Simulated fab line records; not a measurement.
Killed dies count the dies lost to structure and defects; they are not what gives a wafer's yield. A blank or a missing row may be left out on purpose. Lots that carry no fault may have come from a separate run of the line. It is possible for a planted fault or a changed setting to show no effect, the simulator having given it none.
8D (eight disciplines) problem report, filled in by code | flow n5Finfet | the parts of the form that need people (team, actions taken, sign-off) are left out

1. WHAT WENT WRONG
Wafers without a fault read 836.9 W, standard deviation 2.6; rfFwdPowerW at N5_BEOL_M0_CUTY_ETCH_63 reads a mean of 637.5 W on 9 wafers belonging to 3 lots. Relative to the usual mean, that is a shift of -77 standard deviations.
The step: etches SOC in N2/H2, target depth 82.7 nm, overetch 16.5 nm, time 124 s.
First seen on wafer L760.2, day 8 19:37, on rieDiel-04. The record has a number at this step for 15 wafers belonging to 5 lots. By rule, "out" or "out of limits" means more than 4 standard deviations away from the usual mean. The rest of the wafers with a number are treated as sound.

2. WHAT IT IS; WHAT IT IS NOT
question                    | is                     | is not
which readings at this step | rfFwdPowerW, rfVppV    | drypumpMotorCurrentA, n2FlowSccm, oesProductAu, showerheadPlenumPTorr, throttleValvePct
which lots                  | L760, L761, L763       | L758, L768
which wafers of those lots  | all that have a number | -
read on which tools         | rieDiel-04             | rieDiel-02
when                        | from day 8 19:37       | up to then (3 sound wafers); but 3 sound wafers of L768 came after

3. WHAT RULES OUT EACH SUSPECT
Counting: any tool at a process step up to the reading is kept as a suspect provided that every lot that is out went through it and no sound lot did after the first of them.
- rieDiel-04 at N5_BEOL_M0_CUTY_ETCH_63 (etches SOC in N2/H2, target depth 82.7 nm, overetch 16.5 nm, time 124 s): kept. All lots that are out passed through it, beginning with L760 at day 8 19:37, and no sound lot followed; its final sound lot before that point was L758 at day 8 08:01. Its own rfFwdPowerW, rfVppV readings are out on those wafers.
Left after counting: rieDiel-04 at N5_BEOL_M0_CUTY_ETCH_63.

4. THE CAUSE (what the simulator had put in)
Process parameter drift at N5_BEOL_M0_CUTY_ETCH_63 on rieDiel-04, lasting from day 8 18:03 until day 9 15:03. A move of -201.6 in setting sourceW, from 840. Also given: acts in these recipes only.
After counting, this tool was the only one left.

5. SEQUENCE OF EFFECTS, ordered by route
Each row: a reading where the mean over the struck wafers with a number is more than 3 standard deviations away from the usual. Only readings whose record carries a usual standard deviation are examined. hours: median over the lots of the time between each lot's start at the first step of this table that gives one and its start at this step. sigmas: the change, counted in usual standard deviations.
hours | step                    | reading     | usual   | on struck wafers | change | sigmas
0     | N5_BEOL_M0_CUTY_ETCH_63 | rfFwdPowerW | 836.9 W | 637.5            | -199.4 | -77
0     | N5_BEOL_M0_CUTY_ETCH_63 | rfVppV      | 524.2 V | 574.2            | +50.0  | +29
Its process steps:
- N5_BEOL_M0_CUTY_ETCH_63: etches SOC in N2/H2, target depth 82.7 nm, overetch 16.5 nm, time 124 s.
Later measuring or inspecting steps at which every struck wafer that the step has a row for has a number for every such reading, and none has moved that far: N5_BEOL_M4_RC_MEAS_101.

6. WHAT WOULD HAVE CAUGHT IT SOONER
2 hours passed between the start of the fault at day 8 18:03 and the first reading out of limits in this record, taken at day 8 19:37.
